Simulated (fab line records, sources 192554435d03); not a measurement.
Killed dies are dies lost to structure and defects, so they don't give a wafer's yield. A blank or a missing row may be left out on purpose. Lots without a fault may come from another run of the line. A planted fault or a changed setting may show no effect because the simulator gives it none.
Split-lot experiment | flow n5_finfet | 7 lots, 39 wafers read, on a route of 1938 steps

THE SPLIT
At N5_BEOL_M7_HM_DEP_02 (deposits TiN, target thk 20 nm), the setting target_thk_a was moved away from the recipe's 200 angstrom on 15 of the 39 wafers read, by -38.7% to +52.2%. The other wafers ran this setting at the recipe's value.

FROM THE SPLIT TO THE READING: what the file shows between them, 4 steps
- N5_BEOL_M7_COAT_59: time 60 s, resist thk 100 nm
- N5_BEOL_M7_COAT_60: time 60 s, resist thk 35 nm
- N5_BEOL_M7_STRIP_68: strips in N2/H2
- N5_BEOL_M7_STRIP_67: strips in CF4

THE READING
etch.depth_nm (the simulator's own value, which no gauge read), in nm, at N5_BEOL_M7_HM_OPEN_17 (chemistry Cl2/BCl3, target TiN, target depth 20 nm, overetch 6 nm). The file gives no usual value for it. The 24 wafers here that ran the recipe average 19.88 nm, standard deviation 0.2 nm.

wafer  | tool, chamber at the split | target_thk_a as run, angstrom | against the recipe | etch.depth_nm, nm | against lot-mates on the recipe
L077.1 | pvd_sputter-03, -          | 200                           | recipe             | 19.87             | -
L077.2 | pvd_sputter-03, -          | 200                           | recipe             | 19.86             | -
L077.3 | pvd_sputter-03, -          | 200                           | recipe             | 19.84             | -
L077.4 | pvd_sputter-03, -          | 200                           | recipe             | 19.88             | -
L077.5 | pvd_sputter-03, -          | 200                           | recipe             | 19.83             | -
L077.6 | pvd_sputter-03, -          | 200                           | recipe             | 19.93             | -
L082.1 | pvd_sputter-01, -          | 200                           | recipe             | 19.58             | -
L082.2 | pvd_sputter-01, -          | 243.7                         | +21.8%             | 24.07             | +4.44
L082.3 | pvd_sputter-01, -          | 200                           | recipe             | 19.55             | -
L082.4 | pvd_sputter-01, -          | 243.7                         | +21.8%             | 24.08             | +4.45
L082.5 | pvd_sputter-01, -          | 200                           | recipe             | 19.75             | -
L082.6 | pvd_sputter-01, -          | 243.7                         | +21.8%             | 23.98             | +4.35
L086.1 | pvd_sputter-01, -          | 200                           | recipe             | 19.77             | -
L086.2 | pvd_sputter-01, -          | 200                           | recipe             | 19.87             | -
L086.3 | pvd_sputter-01, -          | 122.5                         | -38.7%             | 11.98             | -7.78
L086.4 | pvd_sputter-01, -          | 122.5                         | -38.7%             | 12.1              | -7.66
L086.5 | pvd_sputter-01, -          | 122.5                         | -38.7%             | 12.13             | -7.63
L086.6 | pvd_sputter-01, -          | 200                           | recipe             | 19.64             | -
L089.1 | pvd_sputter-01, -          | 200                           | recipe             | 20.27             | -
L089.2 | pvd_sputter-01, -          | 200                           | recipe             | 20.32             | -
L089.3 | pvd_sputter-01, -          | 292.3                         | +46.2%             | 26.7              | +6.39
L089.4 | pvd_sputter-01, -          | 200                           | recipe             | 20.33             | -
L089.5 | pvd_sputter-01, -          | 292.3                         | +46.2%             | 26.86             | +6.55
L089.6 | pvd_sputter-01, -          | 292.3                         | +46.2%             | 26.77             | +6.46
L090.1 | pvd_sputter-03, -          | 200                           | recipe             | 19.72             | -
L090.2 | pvd_sputter-03, -          | 200                           | recipe             | 19.88             | -
L090.3 | pvd_sputter-03, -          | 304.4                         | +52.2%             | 26.74             | +6.85
L090.4 | pvd_sputter-03, -          | 200                           | recipe             | 20.07             | -
L090.5 | pvd_sputter-03, -          | 304.4                         | +52.2%             | 26.62             | +6.73
L090.6 | pvd_sputter-03, -          | 304.4                         | +52.2%             | 26.51             | +6.62
L094.1 | pvd_sputter-03, -          | 200                           | recipe             | 20.02             | -
L094.3 | pvd_sputter-03, -          | 200                           | recipe             | 19.92             | -
L094.6 | pvd_sputter-03, -          | 200                           | recipe             | 19.84             | -
L095.1 | pvd_sputter-02, -          | 200                           | recipe             | 19.92             | -
L095.2 | pvd_sputter-02, -          | 200                           | recipe             | 19.63             | -
L095.3 | pvd_sputter-02, -          | 168.5                         | -15.7%             | 16.71             | -3.09
L095.4 | pvd_sputter-02, -          | 168.5                         | -15.7%             | 16.92             | -2.88
L095.5 | pvd_sputter-02, -          | 168.5                         | -15.7%             | 16.47             | -3.33
L095.6 | pvd_sputter-02, -          | 200                           | recipe             | 19.85             | -

THE FIT
A straight line over all 39 wafers: etch.depth_nm changes by +0.16 nm for each +1% of target_thk_a; r = +0.98; the points scatter about the line by 0.68 nm.
The same after taking each lot's own level away (the mean of its wafers on the recipe; 39 wafers): +0.157 nm for each +1%; r = +0.98; scatter 0.69 nm.
On that fit, the largest move of target_thk_a shifts the reading by 8.2 nm.
The lots' own levels span 19.627 to 20.307 nm, that is 3.3 times the standard deviation above.
So the lot-to-lot level changes the slope little: the two slopes agree.
Check: with one of the wafers moved furthest among these (+52.2%) left out of the fit, the line predicts +8.09 nm for it against its lot-mates. It came out at +6.85 nm against them.

OTHER SPLITS ON THESE WAFERS
These wafers also went through other splits before the reading. Each is held against what the fit with the lots' levels taken away leaves over:
other split on the same wafers             | wafers away from the commonest value | r with etch.depth_nm (lot level and that fit taken away)
N5_ZERO_LAYER_DEVELOP_10 develop_time_s    | 15                                   | -0.17
N5_SD_EPI_N_ETCH_45 target_depth_a         | 12                                   | -0.01
N5_SD_EPI_P_EPI_21 time_s                  | 12                                   | +0.01
N5_MOL_CONTACT_COAG_ETCH_15 target_depth_a | 15                                   | +0.03

THE WHOLE CHAIN: every reading that the file lists as answering this split, in the file's order
step                   | what it does                                                      | reading                                                                          | change (the file's fit)                                                           | r (the file's)
N5_BEOL_M7_HM_DEP_02   | deposits TiN, target thk 20 nm                                    | TiN_of_BEOL_M7_HM_DEP_02.thk_nm (the simulator's own value, which no gauge read) | +0.199 nm for each +1% of the setting                                             | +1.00
N5_BEOL_M7_HM_OPEN_17  | chemistry Cl2/BCl3, target TiN, target depth 20 nm, overetch 6 nm | etch.depth_nm (the simulator's own value, which no gauge read)                   | +0.154 nm for each +1% of the setting                                             | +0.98
N5_BEOL_M7_OCD_MEAS_38 |                                                                   | trench_depth_nm                                                                  | not straight: 92.3 at the lowest setting, 92.5 at the recipe, 10.8 at the highest | not given

THE FILE'S OWN FIT
etch.depth_nm changes by +0.154 nm for each +1% of target_thk_a, r = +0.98.
